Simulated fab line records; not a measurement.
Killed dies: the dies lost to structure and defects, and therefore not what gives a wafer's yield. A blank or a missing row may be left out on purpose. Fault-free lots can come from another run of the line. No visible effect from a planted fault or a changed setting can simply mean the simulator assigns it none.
Split-lot study | flow n5-finfet | route with 1938 steps; 7 lots, 21 wafers read

== SPLIT DETAILS ==
At N5_BEOL_M0_SAQP_EXPOSE_11 (exposes mask M0 CORE, target cd 42 nm), the setting dose-mj was moved away from the recipe's 55 on 9 of the 21 wafers read, by -4.2% to +6.8%. The other wafers ran this setting at the recipe's value.

== FROM THE SPLIT TO THE READING: what the file shows between them, 2 steps ==
- N5_BEOL_M0_SAQP_PEB_12: peb time 60 s
- N5_BEOL_M0_SAQP_DEVELOP_13: develop time 30 s

== THE READING ==
Shown in nm: cd-nm at N5_BEOL_M0_SAQP_CD_MEAS_14, with target cd 42.5 nm. Fault-free wafers of this fab line usually give 42.3 nm, standard deviation 0.4 nm.

wafer  | tool, chamber at the split | dose-mj as run | against the recipe | cd-nm, nm | against lot-mates on the recipe
L080.2 | arfi-scanner-02, 0         | 56.93          | +3.5%              | 41.3      | -1.3
L080.3 | arfi-scanner-02, 0         | 55             | recipe             | 42.6      | -
L080.4 | arfi-scanner-02, 0         | 56.93          | +3.5%              | 40.9      | -1.7
L085.3 | arfi-scanner-03, 0         | 52.68          | -4.2%              | 43.4      | +1.3
L085.5 | arfi-scanner-03, 0         | 55             | recipe             | 42.1      | -
L085.6 | arfi-scanner-03, 0         | 52.68          | -4.2%              | 43.9      | +1.8
L088.2 | arfi-scanner-03, 0         | 58.73          | +6.8%              | 40.0      | -2.7
L088.3 | arfi-scanner-03, 0         | 58.73          | +6.8%              | 40.8      | -1.9
L088.5 | arfi-scanner-03, 0         | 55             | recipe             | 42.7      | -
L089.3 | arfi-scanner-02, 0         | 56.3           | +2.4%              | 40.8      | -1.6
L089.4 | arfi-scanner-02, 0         | 55             | recipe             | 42.7      | -
L089.6 | arfi-scanner-02, 0         | 55             | recipe             | 42.1      | -
L090.1 | arfi-scanner-02, 0         | 55             | recipe             | 42.6      | -
L090.4 | arfi-scanner-02, 0         | 57.05          | +3.7%              | 41.6      | -0.7
L090.5 | arfi-scanner-02, 0         | 55             | recipe             | 42.0      | -
L091.2 | arfi-scanner-03, 0         | 55             | recipe             | 42.1      | -
L091.5 | arfi-scanner-03, 0         | 55             | recipe             | 42.3      | -
L091.6 | arfi-scanner-03, 0         | 55             | recipe             | 42.4      | -
L095.1 | arfi-scanner-03, 0         | 55             | recipe             | 42.1      | -
L095.2 | arfi-scanner-03, 0         | 55             | recipe             | 42.1      | -
L095.4 | arfi-scanner-03, 0         | 58.4           | +6.2%              | 40.7      | -1.4

THE FIT
A straight line over all 21 wafers: cd-nm changes by -0.294 nm for each +1% of dose-mj; r = -0.93; the points scatter about the line by 0.35 nm.
The same after taking each lot's own level away (the mean of its wafers on the recipe; 21 wafers): -0.332 nm for each +1%; r = -0.94; scatter 0.37 nm.
Per that fit: largest dose-mj move, reading shift of 2.3 nm.
The span of the lots' own levels, 42.10 to 42.70 nm, comes to 1.5 times the standard deviation stated above.
Thus the slope moves with the lot-to-lot level: the two fits are different.
Check: with one of the wafers moved furthest among these (+6.8%) left out of the fit, the line predicts -2.13 nm for it against its lot-mates. It came out at -2.7 nm against them.

== OTHER SPLITS APPLIED TO THESE WAFERS ==
Other splits were also applied to these wafers ahead of the reading. Each is held against what the fit with the lots' levels taken away leaves over:
other split on the same wafers          | wafers away from the commonest value | r with cd-nm (lot level and that fit taken away)
N5_MOL_CONTACT_COAG_ETCHBACK_135 time-s | 9                                    | -0.22
N5_MOL_CONTACT_COAG_VIA_ETCH_46 bias-w  | 8                                    | +0.39

== THE FILE'S OWN FIT ==
cd-nm changes by -0.315 nm for each +1% of dose-mj, r = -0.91.
